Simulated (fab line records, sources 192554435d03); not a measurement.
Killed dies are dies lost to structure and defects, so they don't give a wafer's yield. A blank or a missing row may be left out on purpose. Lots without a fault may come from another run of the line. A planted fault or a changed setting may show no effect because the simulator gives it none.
Which tool did it? | flow n5_finfet | 11 lots, 33 wafers sampled, at 5 steps of a route of 1938

WHAT THE GAUGES READ, wafer by wafer
N5_BEOL_M4_RC_MEAS_101. Usual: DIBL_N 36.3 mV/V, standard deviation 1.9; DIBL_P 36.0 mV/V, standard deviation 2.1; IOFF_N 0.16 nA/um, standard deviation 0.031; IOFF_P 0.21 nA/um, standard deviation 0.035; ION_N 675 uA/um, standard deviation 14; ION_P 464 uA/um, standard deviation 8.5; SS_N 71.5 mV/dec, standard deviation 0.6; SS_P 73.3 mV/dec, standard deviation 0.72; VT_N 250 mV, standard deviation 3.2; VT_P -250 mV, standard deviation 3.1.
lot  | measured     | on        | DIBL_N (mV/V)  | DIBL_P (mV/V)  | IOFF_N (nA/um) | IOFF_P (nA/um) | ION_N (uA/um) | ION_P (uA/um) | SS_N (mV/dec)  | SS_P (mV/dec)  | VT_N (mV)   | VT_P (mV)      | flag
L790 | day 8 06:11  | prober-01 | 33.5 37.7 34.6 | 31.3 36.1 32.5 | 0.11 0.17 0.13 | 0.14 0.20 0.15 | 649 662 664   | 443 455 452   | 70.3 72.0 71.9 | 72.5 73.5 72.4 | 254 253 253 | -258 -252 -256 |
L792 | day 8 18:02  | prober-02 | 36.8 35.1 34.9 | 36.4 34.4 34.6 | 0.15 0.13 0.13 | 0.20 0.18 0.18 | 654 664 668   | 452 455 459   | 72.1 70.7 71.4 | 73.0 72.6 73.1 | 254 253 253 | -254 -253 -253 |
L793 | day 9 00:40  | prober-01 | 34.9 33.6 33.5 | 35.4 34.7 34.3 | 0.14 0.13 0.14 | 0.21 0.20 0.21 | 667 671 681   | 468 470 480   | 71.2 71.3 71.0 | 72.8 72.7 72.3 | 249 250 249 | -248 -248 -247 |
L794 | day 9 06:25  | prober-02 | 39.9 38.3 37.1 | 40.2 37.8 35.9 | 0.22 0.18 0.17 | 0.26 0.23 0.21 | 692 689 701   | 471 473 477   | 72.2 71.7 71.5 | 75.1 73.6 74.6 | 247 247 246 | -246 -246 -248 |
L796 | day 9 10:14  | prober-01 | 33.6 36.4 35.0 | 31.7 35.0 34.1 | 0.10 0.14 0.12 | 0.16 0.21 0.20 | 667 675 663   | 464 462 462   | 70.8 72.4 70.9 | 71.8 72.9 72.1 | 257 252 255 | -254 -248 -249 |
L799 | day 13 07:37 | prober-01 | 38.0 39.8 36.5 | 36.9 38.6 34.7 | 0.18 0.22 0.15 | 0.25 0.28 0.21 | 688 686 667   | 464 470 458   | 71.5 72.1 71.7 | 73.6 74.4 72.7 | 248 247 251 | -250 -246 -250 |
L801 | day 14 08:04 | prober-02 | 37.1 37.9 36.8 | 36.4 38.7 35.7 | 0.16 0.19 0.15 | 0.20 0.26 0.21 | 672 674 676   | 461 468 469   | 72.1 71.9 71.6 | 73.9 74.0 73.9 | 255 250 251 | -252 -248 -250 |
L807 | day 14 09:01 | prober-01 | 36.4 36.8 36.2 | 36.4 38.3 37.6 | 0.18 0.19 0.18 | 0.21 0.24 0.25 | 668 685 681   | 460 466 469   | 72.1 71.9 71.6 | 73.0 74.0 74.3 | 249 247 246 | -249 -248 -246 |
L810 | day 14 12:35 | prober-02 | 35.8 34.3 36.3 | 36.4 34.6 36.0 | 0.15 0.13 0.15 | 0.23 0.19 0.21 | 676 673 676   | 469 465 465   | 72.4 71.7 72.0 | 73.1 72.1 72.5 | 251 253 251 | -249 -250 -249 |
L800 | day 14 14:58 | prober-01 | 36.0 35.6 36.2 | 36.1 35.3 35.1 | 0.17 0.16 0.17 | 0.25 0.23 0.22 | 686 681 678   | 473 468 467   | 71.2 71.7 71.7 | 72.8 72.9 73.2 | 246 247 247 | -243 -249 -248 |
L811 | day 15 04:40 | prober-01 | 36.2 36.5 36.9 | 36.7 36.7 37.3 | 0.15 0.15 0.16 | 0.21 0.21 0.21 | 668 668 665   | 460 458 457   | 71.1 70.7 71.4 | 73.1 73.2 74.1 | 250 251 251 | -249 -248 -250 |

WHICH TOOL RAN EACH LOT (tool, then ch and the chambers of the sampled wafers, then the start)
lot  | N5_BEOL_M4_PRE_CLEAN_45      | N5_BEOL_M4_ALD_84                   | N5_BEOL_M4_SURFACE_TREAT_85  | N5_BEOL_M4_ANNEAL_87
L790 | pvd_sputter-02, day 8 02:23  | ald_metal-02 ch 2,3, day 8 02:28    | pvd_sputter-03, day 8 02:44  | pvd_sputter-03, day 8 03:46
L792 | pvd_sputter-03, day 8 13:56  | ald_metal-01 ch 1,3, day 8 14:13    | pvd_sputter-03, day 8 14:31  | pvd_sputter-03, day 8 15:50
L793 | pvd_sputter-01, day 8 20:59  | ald_metal-03 ch 0,2,3, day 8 21:02  | pvd_sputter-03, day 8 21:19  | pvd_sputter-02, day 8 22:31
L794 | pvd_sputter-02, day 9 02:54  | ald_metal-01 ch 1,2,3, day 9 02:58  | pvd_sputter-03, day 9 03:11  | pvd_sputter-03, day 9 04:09
L796 | pvd_sputter-03, day 9 06:08  | ald_metal-01 ch 0,1,2, day 9 06:13  | pvd_sputter-03, day 9 06:32  | pvd_sputter-02, day 9 07:40
L799 | pvd_sputter-03, day 13 02:13 | ald_metal-03 ch 0,1,2, day 13 02:17 | pvd_sputter-03, day 13 02:30 | pvd_sputter-01, day 13 05:19
L801 | pvd_sputter-01, day 14 04:06 | ald_metal-03 ch 0,1,3, day 14 04:11 | pvd_sputter-01, day 14 04:26 | pvd_sputter-02, day 14 05:56
L807 | pvd_sputter-01, day 14 04:11 | ald_metal-02 ch 1,3, day 14 04:16   | pvd_sputter-01, day 14 04:29 | pvd_sputter-03, day 14 06:44
L810 | pvd_sputter-03, day 14 09:07 | ald_metal-01 ch 1,2,3, day 14 09:11 | pvd_sputter-03, day 14 09:30 | pvd_sputter-03, day 14 10:28
L800 | pvd_sputter-02, day 14 09:38 | ald_metal-01 ch 0,3, day 14 09:45   | pvd_sputter-02, day 14 09:59 | pvd_sputter-03, day 14 12:18
L811 | pvd_sputter-03, day 14 23:26 | ald_metal-02 ch 0,2, day 14 23:30   | pvd_sputter-01, day 14 23:58 | pvd_sputter-01, day 15 01:20
- N5_BEOL_M4_PRE_CLEAN_45: time 30 s.
- N5_BEOL_M4_ALD_84: deposits TaN, pulse time 2 s, purge time 3 s, co reactant purge time 2 s.
- N5_BEOL_M4_SURFACE_TREAT_85
- N5_BEOL_M4_ANNEAL_87: time 240 s.

WHAT THE TOOLS THEMSELVES READ (means of the sampled wafers that have a number; where no wafer has one, the mark that the record gives instead)
N5_BEOL_M4_PRE_CLEAN_45. Usual: heater_power_w 339 W, standard deviation 19.
lot  | tool           | heater_power_w (W) | flag
L790 | pvd_sputter-02 | 327                |
L792 | pvd_sputter-03 | 345                |
L793 | pvd_sputter-01 | 332                |
L794 | pvd_sputter-02 | 331                |
L796 | pvd_sputter-03 | 343                |
L799 | pvd_sputter-03 | 343                |
L801 | pvd_sputter-01 | 324                |
L807 | pvd_sputter-01 | 307                |
L810 | pvd_sputter-03 | 339                |
L800 | pvd_sputter-02 | 320                |
L811 | pvd_sputter-03 | 357                |

N5_BEOL_M4_ALD_84. Usual: heater_power_w 415 W, standard deviation 48.
lot  | tool         | heater_power_w (W) | flag
L790 | ald_metal-02 | 465                |
L792 | ald_metal-01 | 437                |
L793 | ald_metal-03 | 404                |
L794 | ald_metal-01 | 421                |
L796 | ald_metal-01 | 389                |
L799 | ald_metal-03 | 425                |
L801 | ald_metal-03 | 411                |
L807 | ald_metal-02 | 375                |
L810 | ald_metal-01 | 428                |
L800 | ald_metal-01 | 396                |
L811 | ald_metal-02 | 479                |

N5_BEOL_M4_ANNEAL_87. Usual: heater_power_w 840 W, standard deviation 48.
lot  | tool           | heater_power_w (W) | flag
L790 | pvd_sputter-03 | 872                |
L792 | pvd_sputter-03 | 896                |
L793 | pvd_sputter-02 | 777                |
L794 | pvd_sputter-03 | 871                |
L796 | pvd_sputter-02 | 822                |
L799 | pvd_sputter-01 | 805                |
L801 | pvd_sputter-02 | 832                |
L807 | pvd_sputter-03 | 864                |
L810 | pvd_sputter-03 | 899                |
L800 | pvd_sputter-03 | 884                |
L811 | pvd_sputter-01 | 829                |

THE ANSWER, worked out from the rows above alone
Rule: a lot is off if the mean of its wafers that have a number lies more than 3 standard deviations from the usual mean. A lot without any number at a reading at which 4 lots or more have one is off too. The other lots that the step has rows for count as sound. The gauges are gone through in route order, then the tools' own readings, and for those a lot's mean is taken as printed above. The first step at which some lot is off is used, and at that step the reading that is off furthest; a lot without a number counts as furthest.
No lot is off at any reading shown: from this, nothing can be told.

WHAT THE SIMULATOR HAD PUT IN
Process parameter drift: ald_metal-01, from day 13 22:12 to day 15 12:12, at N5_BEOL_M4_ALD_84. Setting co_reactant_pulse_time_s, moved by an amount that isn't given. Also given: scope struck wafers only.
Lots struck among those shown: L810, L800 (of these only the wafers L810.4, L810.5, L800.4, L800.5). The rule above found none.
